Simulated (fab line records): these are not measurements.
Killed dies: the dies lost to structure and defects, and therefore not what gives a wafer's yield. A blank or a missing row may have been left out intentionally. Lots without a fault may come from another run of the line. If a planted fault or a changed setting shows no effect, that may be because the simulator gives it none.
Matching of chambers :: flow nandHarc :: rieDiel-04 running NHARC_A_STAIRCASE_ETCH_253: 4 sister chambers
The step etches the open film in C4F8/O2, target depth 50 nm, time 20.2 s. 18 wafers are shown with their chamber, then 9 later ones without.

WAFERS WITH THEIR CHAMBER
wafer: L075.2
chamber: 0
rfVppV (V): 896.1
oesProductAu (a.u.): 0.970
chamberPressureMTorr (mTorr): 24.982

wafer: L075.3
chamber: 3
rfVppV (V): 890.4
oesProductAu (a.u.): 0.976
chamberPressureMTorr (mTorr): 24.989

wafer: L075.5
chamber: 0
rfVppV (V): 896.0
oesProductAu (a.u.): 0.965
chamberPressureMTorr (mTorr): 24.955

wafer: L074.1
chamber: 1
rfVppV (V): 895.6
oesProductAu (a.u.): 0.959
chamberPressureMTorr (mTorr): 24.961

wafer: L074.2
chamber: 0
rfVppV (V): 896.4
oesProductAu (a.u.): 0.953
chamberPressureMTorr (mTorr): 25.022

wafer: L074.5
chamber: 0
rfVppV (V): 894.5
oesProductAu (a.u.): 0.951
chamberPressureMTorr (mTorr): 24.981

wafer: L079.1
chamber: 2
rfVppV (V): 890.2
oesProductAu (a.u.): 0.955
chamberPressureMTorr (mTorr): 24.998

wafer: L079.4
chamber: 3
rfVppV (V): 889.1
oesProductAu (a.u.): 0.950
chamberPressureMTorr (mTorr): 25.013

wafer: L079.6
chamber: 1
rfVppV (V): 892.6
oesProductAu (a.u.): 0.941
chamberPressureMTorr (mTorr): 24.979

wafer: L078.2
chamber: 1
rfVppV (V): 894.5
oesProductAu (a.u.): 0.977
chamberPressureMTorr (mTorr): 24.993

wafer: L078.3
chamber: 0
rfVppV (V): 897.2
oesProductAu (a.u.): 0.969
chamberPressureMTorr (mTorr): 25.015

wafer: L078.5
chamber: 1
rfVppV (V): 895.7
oesProductAu (a.u.): 0.970
chamberPressureMTorr (mTorr): 25.008

wafer: L080.2
chamber: 2
rfVppV (V): 890.4
oesProductAu (a.u.): 0.926
chamberPressureMTorr (mTorr): 25.027

wafer: L080.4
chamber: 1
rfVppV (V): 894.9
oesProductAu (a.u.): 0.923
chamberPressureMTorr (mTorr): 25.005

wafer: L080.6
chamber: 2
rfVppV (V): 888.0
oesProductAu (a.u.): 0.936
chamberPressureMTorr (mTorr): 25.000

wafer: L084.2
chamber: 0
rfVppV (V): 897.5
oesProductAu (a.u.): 0.986
chamberPressureMTorr (mTorr): 24.999

wafer: L084.5
chamber: 0
rfVppV (V): 895.7
oesProductAu (a.u.): 0.981
chamberPressureMTorr (mTorr): 24.998

wafer: L084.6
chamber: 3
rfVppV (V): 888.4
oesProductAu (a.u.): 0.970
chamberPressureMTorr (mTorr): 24.976

SIGNATURES (averages over the wafers above)
reading: rfVppV
chamber 0: 896.200
chamber 1: 894.660
chamber 2: 889.533
chamber 3: 889.300
scatter within a chamber: 1.13

reading: oesProductAu
chamber 0: 0.96786
chamber 1: 0.95400
chamber 2: 0.93900
chamber 3: 0.96533
scatter within a chamber: 0.0164

reading: chamberPressureMTorr
chamber 0: 24.99314
chamber 1: 24.98920
chamber 2: 25.00833
chamber 3: 24.99267
scatter within a chamber: 0.0204
Rule: a wafer's distance from a chamber is the root of the sum, over the readings, of the square of ((its reading less the chamber's mean) divided by the reading's scatter). If the next closest chamber is less than 2 further off than the closest, the wafer can't be placed; otherwise it belongs to the closest. The scatter: take each reading less its chamber's mean, square it, sum over the shown wafers, divide by the number of wafers less the number of chambers, and take the root.

WAFERS WITHOUT THEIR CHAMBER
wafer: L090.1
rfVppV (V): 889.5
oesProductAu (a.u.): 0.965
chamberPressureMTorr (mTorr): 24.985

wafer: L090.4
rfVppV (V): 895.4
oesProductAu (a.u.): 0.986
chamberPressureMTorr (mTorr): 24.997

wafer: L090.5
rfVppV (V): 889.0
oesProductAu (a.u.): 0.964
chamberPressureMTorr (mTorr): 24.994

wafer: L095.1
rfVppV (V): 889.0
oesProductAu (a.u.): 0.967
chamberPressureMTorr (mTorr): 24.971

wafer: L095.2
rfVppV (V): 892.7
oesProductAu (a.u.): 0.988
chamberPressureMTorr (mTorr): 25.016

wafer: L095.5
rfVppV (V): 888.6
oesProductAu (a.u.): 0.958
chamberPressureMTorr (mTorr): 24.997

wafer: L097.1
rfVppV (V): 895.6
oesProductAu (a.u.): 0.959
chamberPressureMTorr (mTorr): 25.012

wafer: L097.3
rfVppV (V): 894.3
oesProductAu (a.u.): 0.957
chamberPressureMTorr (mTorr): 25.013

wafer: L097.6
rfVppV (V): 887.9
oesProductAu (a.u.): 0.949
chamberPressureMTorr (mTorr): 24.949

CHAMBER TAKEN BY EACH
wafer: L090.1
from the rows above: can't be placed: 3 or 2
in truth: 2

wafer: L090.4
from the rows above: can't be placed: 0 or 1
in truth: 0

wafer: L090.5
from the rows above: can't be placed: 3 or 2
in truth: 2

wafer: L095.1
from the rows above: can't be placed: 3 or 2
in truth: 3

wafer: L095.2
from the rows above: can't be placed: 1 or 3 or 0 or 2
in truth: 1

wafer: L095.5
from the rows above: can't be placed: 3 or 2
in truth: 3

wafer: L097.1
from the rows above: can't be placed: 0 or 1
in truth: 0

wafer: L097.3
from the rows above: can't be placed: 1 or 0
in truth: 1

wafer: L097.6
from the rows above: can't be placed: 3 or 2
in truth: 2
0 of 9 placed correctly. These rows do not allow placing 9 (true chamber among the candidates in 9). 0 placed wrongly.
